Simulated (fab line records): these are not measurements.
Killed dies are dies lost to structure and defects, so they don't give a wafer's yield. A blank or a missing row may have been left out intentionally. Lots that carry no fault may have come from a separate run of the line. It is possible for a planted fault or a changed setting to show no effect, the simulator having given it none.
fab line records    flow n5-finfet
record: lots: 6  wafers: 18  last-day: 19
route steps=1938 shown BEOL_M5@1162 PASSIVATION@1936
lots untouched by any fault: they come from a run of this same line in which no faults occurred
start-h: start of the lot's first displayed wafer, in hours after the record's first day    wait-h: time in hours since the lot's previous step    " the same as in the row above    L1.1+2: a single row standing in for several wafers    - either no value or no given start    * or withheld: withheld    < > ~ a bound
route shown NAME@n: names a module that has steps shown in the file, with the first one's number in the route    usual: mean and standard deviation over wafers with no fault    same: alike in all rows    chamber/n: place in a boat    sites: the reading at each site    _std_site: the values' standard deviation    _edge_site: outer sites' mean less inner sites'    radius-mm: for every site, how far away it sits from the centre of the wafer    mask NAME#n: copy n    behind: the most recent tool/chamber to have shaped the wafer    hold: reason for holding the lot/hours on hold/outcome of the hold    device: which transistor (n, p or np) failed to switch    end of line: the same wafers' tests at the end of the route    step lacking rows: just its recipe    killed: count of dies lost to structure and defects at first sort (not the wafer's yield)    map: shows each die of a wafer: x if killed, . if not, _ if none is there
set.NAME: the setting as run; set.NAME@STEP: as run at that earlier step    model.NAME: the simulator's own value behind a step, which no gauge read
certain route steps with their lots: each step a table, each wafer a row
services: when a tool's chamber went out of use (start-h, in hours from the record's first day, below 0 if earlier), for how many hours, and the reason
== steps ==
step: N5_BEOL_M5_STRIP_91
recipe: chemistry: N2/H2  time-s: 10  power-w: 450  temp-c: 40  pressure-mtorr: 20  rf-frequency-hz: 6e+07  bias-power-w: 7  n2-flow-sccm: 200  h2-flow-sccm: 200
usual: drypump-motor-current-A: 5.8/0.48  oes-product-au: 0.80/0.089  rf-vpp-V: 59.0/0.87  showerhead-plenum-p-Torr: 2.53/0.1  throttle-valve-pct: 23.81/0.26
lot.wafer  tool         chamber  start-h  wait-h  drypump-motor-current-A  oes-product-au  rf-hours-counter-h  rf-vpp-V  showerhead-plenum-p-Torr  throttle-valve-pct
L180.2     rie-diel-05  1        -        -       5.7                      0.68            233                 57.8      2.62                      24.04
L180.4     "            2        "        "       6.0                      0.75            150                 59.6      2.66                      24.18
L180.5     "            1        "        "       5.6                      0.68            -                   58.5      2.62                      24.02
L193.3     rie-diel-02  3        -        -       5.2                      0.85            76                  59.2      2.57                      24.23
L193.4     "            0        "        "       6.2                      0.89            21                  59.9      2.60                      23.28
L193.6     "            3        "        "       5.3                      0.84            -                   59.7      2.57                      24.22
L198.3     rie-diel-06  0        -        -       5.2                      0.72            174                 59.7      2.33                      23.93
L198.4     "            1        "        "       6.5                      0.71            -                   58.4      2.49                      23.90
L198.5     "            3        "        "       6.0                      0.67            -                   59.6      2.38                      23.83
L197.3     rie-diel-02  2        -        -       5.3                      0.76            166                 59.1      2.42                      23.64
L197.4     "            3        "        "       5.2                      0.83            85                  59.5      2.56                      24.24
L197.5     "            0        "        "       6.2                      0.88            -                   57.6      2.60                      23.31
L201.1     rie-diel-02  2        -        -       5.3                      0.75            172                 58.6      2.42                      23.65
L201.3     "            3        "        "       5.3                      0.82            91                  59.4      2.56                      24.23
L201.4     "            1        "        "       6.6                      0.81            -                   59.4      2.68                      23.76
L202.1     rie-diel-02  1        -        -       6.6                      0.81            78                  59.5      2.68                      23.78
L202.3     "            3        "        "       5.2                      0.82            91                  58.8      2.56                      24.25
L202.6     "            3        "        "       5.3                      0.82            -                   58.6      2.56                      24.24
step: N5_BEOL_M5_OCD_MEAS_38
usual: trench-depth-nm: 71.7/1.3
lot.wafer  tool    chamber  start-h  wait-h  trench-depth-nm
L180.2     ocd-01  -        214.43   -       68.7
L180.4     "       -        "        "       71.9
L180.5     "       -        "        "       68.5
L193.3     ocd-02  -        294.93   -       71.9
L193.4     "       -        "        "       74.0
L193.6     "       -        "        "       72.3
L198.3     ocd-01  -        334.72   -       71.5
L198.4     "       -        "        "       70.6
L198.5     "       -        "        "       69.2
L197.3     ocd-01  -        334.98   -       72.1
L197.4     "       -        "        "       71.5
L197.5     "       -        "        "       73.4
L201.1     ocd-01  -        351.51   -       72.3
L201.3     "       -        "        "       71.5
L201.4     "       -        "        "       72.4
L202.1     ocd-02  -        351.90   -       72.1
L202.3     "       -        "        "       72.8
L202.6     "       -        "        "       72.3
step: N5_BEOL_M5_HM_STRIP_39
recipe: chemistry: peroxide-tin-strip  material: TiN  target-depth-a: 250  temp-c: 50  time-s: 158
step: N5_BEOL_M5_SRD_40
recipe: time-s: 30  temp-c: 23  rinse-liquid: diw  dry: ipa-marangoni
step: N5_BEOL_M5_PRECLEAN_42
recipe: chemistry: residue-remover  time-s: 60  temp-c: 40
step: N5_BEOL_M5_SRD_43
recipe: time-s: 30  temp-c: 23  rinse-liquid: diw  dry: ipa-marangoni
step: N5_BEOL_M5_CD_MEAS_35
recipe: target-cd-nm: 28  target-cd-y-nm: 24  polarity: opening
usual: cd-nm: 28.2/0.4
lot.wafer  tool       chamber  start-h  wait-h  cd-nm
L180.2     cd-sem-02  -        214.59   0.0     27.9
L180.4     "          -        "        "       28.1
L180.5     "          -        "        "       28.0
L193.3     cd-sem-03  -        295.10   0.0     27.8
L193.4     "          -        "        "       28.9
L193.6     "          -        "        "       28.4
L198.3     cd-sem-03  -        334.87   0.0     28.2
L198.4     "          -        "        "       28.8
L198.5     "          -        "        "       28.6
L197.3     cd-sem-02  -        335.13   0.0     27.9
L197.4     "          -        "        "       28.1
L197.5     "          -        "        "       28.5
L201.1     cd-sem-01  -        351.66   0.0     28.4
L201.3     "          -        "        "       28.5
L201.4     "          -        "        "       28.5
L202.1     cd-sem-03  -        352.05   0.0     28.8
L202.3     "          -        "        "       28.5
L202.6     "          -        "        "       28.5
step: N5_BEOL_M5_CURE_80
recipe: temp-c: 370  time-s: 120  ambient: DMADMS/He  material: SiCOH_lowk
usual: lamp-power-pct: 52.31/0.053  wafer_temp_C_max: 371.9/0.71
lot.wafer  tool        chamber  start-h  wait-h  lamp-power-pct  wafer_temp_C_max
L180.2     uv-cure-03  2        214.75   0.2     52.28           371.5
L180.4     "           2        "        "       52.30           371.2
L180.5     "           2        "        "       52.38           371.6
L193.3     uv-cure-03  1        295.24   0.1     52.33           372.4
L193.4     "           1        "        "       52.26           372.4
L193.6     "           1        "        "       52.24           374.0
L198.3     uv-cure-03  2        335.01   0.1     52.28           371.5
L198.4     "           2        "        "       52.33           371.6
L198.5     "           2        "        "       52.25           371.6
L197.3     uv-cure-01  0        335.27   0.1     52.32           371.3
L197.4     "           0        "        "       52.36           371.2
L197.5     "           0        "        "       52.34           370.9
L201.1     uv-cure-03  2        351.70   0.0     52.40           372.1
L201.3     "           2        "        "       52.32           371.4
L201.4     "           2        "        "       52.41           371.2
L202.1     uv-cure-01  0        352.09   0.0     52.39           371.8
L202.3     "           0        "        "       52.25           371.6
L202.6     "           0        "        "       52.30           371.3
step: N5_BEOL_M5_DEGAS_44
recipe: ambient: vacuum  temp-c: 250  time-s: 60
step: N5_BEOL_M5_PRE_CLEAN_45
recipe: gas: H2/He  time-s: 30  temp-c: 250
usual: heater-power-w: 314/37
lot.wafer  tool            chamber  start-h  wait-h  heater-power-w
L180.2     pvd-sputter-01  -        215.25   0.0     352
L180.4     "               -        "        "       345
L180.5     "               -        "        "       339
L193.3     pvd-sputter-03  -        295.64   0.0     270
L193.4     "               -        "        "       287
L193.6     "               -        "        "       276
L198.3     pvd-sputter-03  -        335.41   0.0     261
L198.4     "               -        "        "       283
L198.5     "               -        "        "       279
L197.3     pvd-sputter-01  -        335.54   0.0     289
L197.4     "               -        "        "       316
L197.5     "               -        "        "       352
L201.1     pvd-sputter-01  -        352.30   0.0     348
L201.3     "               -        "        "       298
L201.4     "               -        "        "       354
L202.1     pvd-sputter-01  -        352.46   0.0     347
L202.3     "               -        "        "       311
L202.6     "               -        "        "       358
step: N5_BEOL_M5_ALD_86
recipe: material: TaN  target-thk-a: *  temp-c: 275  ald-precursor-family: PDMAT  ald-co-reactant: NH3  pressure-torr: 3  carrier-flow-sccm: 1500  pulse-time-s: 2  purge-time-s: 3  co-reactant-purge-time-s: 2  co-reactant-pulse-time-s: 3  ald-cycles: 30  precursor-vessel-temp-c: 75  precursor-vessel-pressure-torr: 26.25  precursor-vessel-carrier-sccm: 1000
step: N5_BEOL_M5_SURFACE_TREAT_87
recipe: gas: Ar  time-s: *  ion-energy-ev: *  ion-current-ma-cm2: 0.5  pressure-mtorr: *  ar-flow-sccm: 30
usual: throttle-valve-pct: *
lot.wafer  tool            chamber  start-h  wait-h  throttle-valve-pct
L180.2     pvd-sputter-03  -        215.79   0.2     *
L180.4     "               -        "        "       *
L180.5     "               -        "        "       *
L193.3     pvd-sputter-03  -        296.04   0.2     *
L193.4     "               -        "        "       *
L193.6     "               -        "        "       *
L198.3     pvd-sputter-01  -        335.78   0.2     *
L198.4     "               -        "        "       *
L198.5     "               -        "        "       *
L197.3     pvd-sputter-01  -        336.02   0.3     *
L197.4     "               -        "        "       *
L197.5     "               -        "        "       *
L201.1     pvd-sputter-01  -        352.62   0.2     *
L201.3     "               -        "        "       *
L201.4     "               -        "        "       *
L202.1     pvd-sputter-02  -        352.80   0.2     *
L202.3     "               -        "        "       *
L202.6     "               -        "        "       *
step: N5_BEOL_M5_CVD_47
recipe: material: Co  target-thk-a: 30  temp-c: withheld  precursor: CCTBA/H2  pressure-torr: 30  time-s: 216
usual: run-length-s: 239.2/0.63
lot.wafer  tool       chamber  start-h  wait-h  run-length-s  since-wet-clean-h
L180.2     cvd-co-02  0        215.85   0.0     239.4         976
L180.4     "          1        "        "       238.3         -
L180.5     "          0        "        "       240.0         -
L193.3     cvd-co-01  0        296.41   0.3     240.0         838
L193.4     "          1        "        "       239.3         -
L193.6     "          2        "        "       238.7         -
L198.3     cvd-co-02  2        335.90   0.1     146.6         637
L198.4     "          0        "        "       147.3         -
L198.5     "          2        "        "       146.7         -
L197.3     cvd-co-02  1        336.09   0.0     146.2         199
L197.4     "          2        "        "       146.5         -
L197.5     "          0        "        "       147.5         -
L201.1     cvd-co-01  0        352.70   0.1     240.2         894
L201.3     "          2        "        "       238.9         -
L201.4     "          0        "        "       240.3         -
L202.1     cvd-co-01  0        352.90   0.1     240.4         894
L202.3     "          0        "        "       240.4         -
L202.6     "          0        "        "       239.9         -
step: N5_BEOL_M5_SPUTTER_48
recipe: material: Cu  target-thk-a: 150  temp-c: -20  chamber-pressure-pa: 0.07  power-w: withheld  time-s: 27.62
usual: throttle-valve-pct: 29.8/1.1
lot.wafer  tool            chamber  start-h  wait-h  throttle-valve-pct
L180.2     pvd-sputter-01  -        216.01   0.1     29.9
L180.4     "               -        "        "       31.0
L180.5     "               -        "        "       30.8
L193.3     pvd-sputter-02  -        296.56   0.1     29.5
L193.4     "               -        "        "       29.9
L193.6     "               -        "        "       30.2
L198.3     pvd-sputter-02  -        336.13   0.2     31.4
L198.4     "               -        "        "       31.4
L198.5     "               -        "        "       29.8
L197.3     pvd-sputter-01  -        336.82   0.7     31.1
L197.4     "               -        "        "       29.9
L197.5     "               -        "        "       31.0
L201.1     pvd-sputter-01  -        352.95   0.2     30.1
L201.3     "               -        "        "       29.4
L201.4     "               -        "        "       30.9
L202.1     pvd-sputter-02  -        355.35   2.4     31.8
L202.3     "               -        "        "       30.5
L202.6     "               -        "        "       31.7
step: N5_PASSIVATION_PROBE_49
usual: defect-limited-yield: 91.5/1.4  killed_at_M0_to_M3: 34/11  killed_at_M4_up: 15/6  killed-at-contacts: 11/5.9  killed-at-front-end: 37/11  killed-at-other: 3.6/2.9  killed-dies: 101/17  killed-open: 66/12  killed-short: 33/7.8  sort_bin_5_function: 5.0/0.97  sort_bin_6_memory: 3.2/0.65  sort-n-pass: 1079/17  sort-yield-pct: 91.4/1.4
same: gross-dies: 1180  killed-at-back-side: 0  sort_bin_4_leakage[%]: 0  sort_bin_8_speed[%]: 0
lot.wafer  tool       chamber  start-h  wait-h  defect-limited-yield[%]  killed_at_M0_to_M3  killed_at_M4_up  killed-at-contacts  killed-at-front-end  killed-at-other  killed-dies  killed-open  killed-short  sort_bin_5_function[%]  sort_bin_6_memory[%]  sort-n-pass  sort-yield-pct[%]
L180.2     prober-02  -        307.16   0.1     91.7                     43                  21               5                   24                   5                98           72           24            5.0                     3.1                   1082         91.7
L180.4     prober-02  -        307.26   0.2     90.2                     52                  13               10                  41                   0                116          70           43            5.7                     3.9                   1064         90.2
L180.5     prober-02  -        307.31   0.2     89.5                     55                  12               18                  36                   3                124          77           45            6.6                     3.6                   1056         89.5
L193.3     prober-01  -        392.47   0.1     91.4                     35                  20               3                   40                   3                101          62           39            5.6                     2.7                   1079         91.4
L193.4     prober-01  -        392.52   0.2     91.6                     32                  14               8                   43                   2                99           60           39            4.8                     3.4                   1081         91.6
L193.6     prober-01  -        392.62   0.3     90.4                     44                  11               9                   46                   3                113          73           40            5.8                     3.5                   1067         90.4
L197.3     prober-01  -        440.47   0.1     89.0                     47                  25               16                  40                   2                130          92           38            7.1                     3.6                   1050         89.0
L197.4     prober-01  -        440.52   0.2     90.6                     40                  24               20                  26                   1                111          89           22            5.8                     3.5                   1069         90.6
L197.5     prober-01  -        440.57   0.2     91.3                     34                  13               28                  28                   0                103          74           29            4.9                     3.7                   1077         91.3
L198.3     prober-01  -        441.02   0.1     89.1                     46                  33               7                   38                   5                129          83           46            5.6                     4.9                   1051         89.1
L198.4     prober-01  -        441.07   0.2     92.0                     40                  23               7                   23                   1                94           60           34            4.7                     3.1                   1086         92.0
L198.5     prober-01  -        441.12   0.2     92.5                     34                  9                11                  30                   5                89           62           26            4.7                     2.8                   1091         92.5
L201.1     prober-01  -        451.48   0.0     93.6                     21                  14               3                   35                   2                75           59           16            3.5                     2.8                   1105         93.6
L201.3     prober-01  -        451.58   0.1     91.9                     35                  13               9                   33                   5                95           59           32            4.4                     3.4                   1085         91.9
L201.4     prober-01  -        451.63   0.2     93.2                     18                  13               10                  36                   3                80           48           32            4.4                     2.2                   1100         93.2
L202.1     prober-02  -        461.95   0.0     92.4                     20                  8                11                  48                   3                90           59           31            3.7                     3.5                   1090         92.4
L202.3     prober-02  -        462.05   0.1     89.8                     38                  8                15                  52                   7                120          76           41            5.7                     4.2                   1060         89.8
L202.6     prober-02  -        462.20   0.3     92.8                     22                  12               16                  33                   2                85           54           28            4.1                     2.9                   1095         92.8
killed by level:class
L180.2 BEOL_M2:geometric-particle:open=14 BEOL_M1:geometric-particle:open=12 BEOL_M4:geometric-particle:open=10 BEOL_M0_SAQP:geometric-particle:short=6 FIN_SAQP:geometric-particle:open=5 BEOL_M0_SAQP:geometric-particle:open=5 STI_FIN_REVEAL:geometric-particle:open=4 MOL_CONTACT_COAG:geometric-particle:open=4
L180.4 BEOL_M0_SAQP:geometric-particle:open=15 BEOL_M0_SAQP:geometric-particle:short=11 DUMMY_GATE:geometric-particle:open=10 MOL_CONTACT_COAG:geometric-particle:open=10 BEOL_M2:geometric-particle:open=7 BEOL_M1:geometric-particle:open=6 BEOL_M1:geometric-particle:short=5 FIN_SAQP:geometric-particle:short=4
L180.5 MOL_CONTACT_COAG:geometric-particle:open=13 BEOL_M0_SAQP:geometric-particle:short=12 BEOL_M3:geometric-particle:open=10 BEOL_M0_SAQP:geometric-particle:open=9 FIN_SAQP:geometric-particle:short=7 BEOL_M1:geometric-particle:open=7 BEOL_M2:geometric-particle:open=7 FIN_SAQP:geometric-particle:open=6
L193.3 BEOL_M0_SAQP:geometric-particle:short=11 STI_FIN_REVEAL:geometric-particle:open=8 BEOL_M0_SAQP:geometric-particle:open=7 FIN_SAQP:geometric-particle:short=6 FIN_SAQP:geometric-particle:open=6 BEOL_M1:geometric-particle:open=6 BEOL_M2:geometric-particle:open=5 BEOL_M4:geometric-particle:open=5
L193.4 BEOL_M0_SAQP:geometric-particle:short=12 STI_FIN_REVEAL:geometric-particle:open=11 GATE_CUT:geometric-particle:short=8 BEOL_M0_SAQP:geometric-particle:open=7 BEOL_M2:geometric-particle:open=7 DUMMY_GATE:geometric-particle:open=5 MOL_CONTACT_COAG:geometric-particle:open=5 BEOL_M4:geometric-particle:open=4
L193.6 BEOL_M0_SAQP:geometric-particle:short=13 GATE_CUT:geometric-particle:short=10 BEOL_M0_SAQP:geometric-particle:open=9 STI_FIN_REVEAL:geometric-particle:open=8 GATE_CUT:geometric-particle:open=7 MOL_CONTACT_COAG:geometric-particle:open=7 BEOL_M1:geometric-particle:open=7 BEOL_M2:geometric-particle:open=7
L197.3 BEOL_M1:geometric-particle:open=14 STI_FIN_REVEAL:geometric-particle:open=12 MOL_CONTACT_COAG:geometric-particle:open=11 BEOL_M4:geometric-particle:open=8 BEOL_M0_SAQP:geometric-particle:short=7 BEOL_M2:geometric-particle:open=6 BEOL_M3:geometric-particle:open=6 BEOL_M7:geometric-particle:open=6
L197.4 MOL_CONTACT_COAG:geometric-particle:open=17 BEOL_M4:geometric-particle:open=14 BEOL_M2:geometric-particle:open=11 STI_FIN_REVEAL:geometric-particle:open=7 BEOL_M3:geometric-particle:open=7 BEOL_M0_SAQP:geometric-particle:short=5 BEOL_M0_SAQP:geometric-particle:open=5 BEOL_M1:geometric-particle:open=5
L197.5 MOL_CONTACT_COAG:geometric-particle:open=23 STI_FIN_REVEAL:geometric-particle:open=13 BEOL_M0_SAQP:geometric-particle:short=8 BEOL_M0_SAQP:geometric-particle:open=7 BEOL_M1:geometric-particle:open=6 MOL_CONTACT_COAG:geometric-particle:short=5 BEOL_M2:geometric-particle:open=5 BEOL_M4:geometric-particle:open=5
L198.3 BEOL_M0_SAQP:geometric-particle:short=21 BEOL_M0_SAQP:geometric-particle:open=17 STI_FIN_REVEAL:geometric-particle:open=14 BEOL_M4:geometric-particle:open=13 BEOL_M4:geometric-particle:short=12 FIN_SAQP:geometric-particle:open=7 MOL_CONTACT_COAG:geometric-particle:open=7 FIN_SAQP:geometric-particle:short=6
L198.4 FIN_SAQP:geometric-particle:short=9 BEOL_M3:geometric-particle:open=9 BEOL_M4:geometric-particle:open=8 BEOL_M0_SAQP:geometric-particle:open=8 BEOL_M5:geometric-particle:open=8 BEOL_M1:geometric-particle:short=7 MOL_CONTACT_COAG:geometric-particle:open=6 BEOL_M0_SAQP:geometric-particle:short=6
L198.5 FIN_SAQP:geometric-particle:open=13 BEOL_M2:geometric-particle:open=10 MOL_CONTACT_COAG:geometric-particle:open=8 BEOL_M0_SAQP:geometric-particle:open=8 BEOL_M0_SAQP:geometric-particle:short=7 BEOL_M3:geometric-particle:open=5 STI_FIN_REVEAL:geometric-particle:open=4 GATE_CUT:geometric-particle:open=4
L201.1 STI_FIN_REVEAL:geometric-particle:open=14 BEOL_M2:geometric-particle:open=6 BEOL_M1:geometric-particle:open=5 BEOL_M4:geometric-particle:open=5 DUMMY_GATE:geometric-particle:open=4 BEOL_M0_SAQP:geometric-particle:short=4 STARTING-WAFER:geometric-particle:open=4 STI_FIN_REVEAL:geometric-particle:short=3
L201.3 BEOL_M3:geometric-particle:open=8 BEOL_M4:geometric-particle:open=8 STI_FIN_REVEAL:geometric-particle:open=7 BEOL_M0_SAQP:geometric-particle:open=7 STARTING-WAFER:geometric-particle:short=6 BEOL_M0_SAQP:geometric-particle:short=6 BEOL_M2:geometric-particle:open=6 MOL_CONTACT_COAG:geometric-particle:open=5
L201.4 FIN_SAQP:geometric-particle:short=9 DUMMY_GATE:geometric-particle:open=7 MOL_CONTACT_COAG:geometric-particle:open=7 BEOL_M0_SAQP:geometric-particle:short=6 FIN_SAQP:geometric-particle:open=5 STI_FIN_REVEAL:geometric-particle:open=5 BEOL_M0_SAQP:geometric-particle:open=5 BEOL_M4:geometric-particle:open=5
L202.1 STI_FIN_REVEAL:geometric-particle:open=11 FIN_SAQP:geometric-particle:open=9 FIN_SAQP:geometric-particle:short=8 MOL_CONTACT_COAG:geometric-particle:open=8 BEOL_M0_SAQP:geometric-particle:open=8 GATE_CUT:geometric-particle:open=5 STI_FIN_REVEAL:geometric-particle:short=4 GATE_CUT:geometric-particle:short=3
L202.3 FIN_SAQP:geometric-particle:open=16 MOL_CONTACT_COAG:geometric-particle:open=13 BEOL_M3:geometric-particle:open=12 FIN_SAQP:geometric-particle:short=10 STI_FIN_REVEAL:geometric-particle:open=10 GATE_CUT:geometric-particle:short=6 BEOL_M3:geometric-particle:short=6 BEOL_M0_SAQP:geometric-particle:short=5
L202.6 MOL_CONTACT_COAG:geometric-particle:open=12 FIN_SAQP:geometric-particle:short=8 FIN_SAQP:geometric-particle:open=5 BEOL_M3:geometric-particle:open=5 BEOL_M4:geometric-particle:open=5 DUMMY_GATE:geometric-particle:open=4 STI_FIN_REVEAL:geometric-particle:open=3 BEOL_M0_SAQP:geometric-particle:open=3
== services ==
tool            chamber  start-h  hours  kind
rie-diel-06     1        192.14   6.6    repair
rie-diel-02     0        198.85   -      clean
rie-diel-02     0        198.85   -      consumable-replace:focus-ring
rie-diel-02     0        198.85   22.0   scheduled-down
rie-diel-02     0        198.85   22.0   vent-cycle
uv-cure-03      -        200.40   1.0    pm
rie-diel-06     3        210.04   5.9    repair
rie-diel-05     -        215.11   2.8    pm
cvd-co-02       -        217.85   0.5    repair
pvd-sputter-02  -        228.43   5.9    repair
uv-cure-01      -        228.81   1.4    repair
uv-cure-03      -        259.69   0.6    repair
uv-cure-03      -        261.86   7.1    pm
rie-diel-05     1        264.80   -      clean
rie-diel-05     1        264.80   -      consumable-replace:focus-ring
rie-diel-06     -        299.45   1.1    repair
rie-diel-05     2        308.01   10.4   repair
cvd-co-02       -        311.30   0.4    repair
cvd-co-01       1        333.33   -      clean
cvd-co-01       1        333.33   22.0   scheduled-down
cvd-co-01       1        333.33   22.0   vent-cycle
uv-cure-03      -        339.40   2.8    pm
rie-diel-02     0        347.03   9.0    repair
rie-diel-06     1        354.73   9.2    repair
== key ==
first-sign: step: N5_BEOL_M5_CVD_47  reading: run-length-s  direction: down  sigmas: 99+  usual: *  struck: *
effect none on later readings
met-at N5_BEOL_M5_CVD_47
struck-wafers L197.3,L197.4,L197.5,L198.3,L198.4,L198.5
onset-between 215.85 335.90
fault: kind: process-parameter-drift  tool: cvd-co-02  chamber: -  onset-h: 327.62  steps: N5_BEOL_M5_CVD_47  channel: time-s  offset: *  shape: step  end-h: 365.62  acts-in: *  stated: *
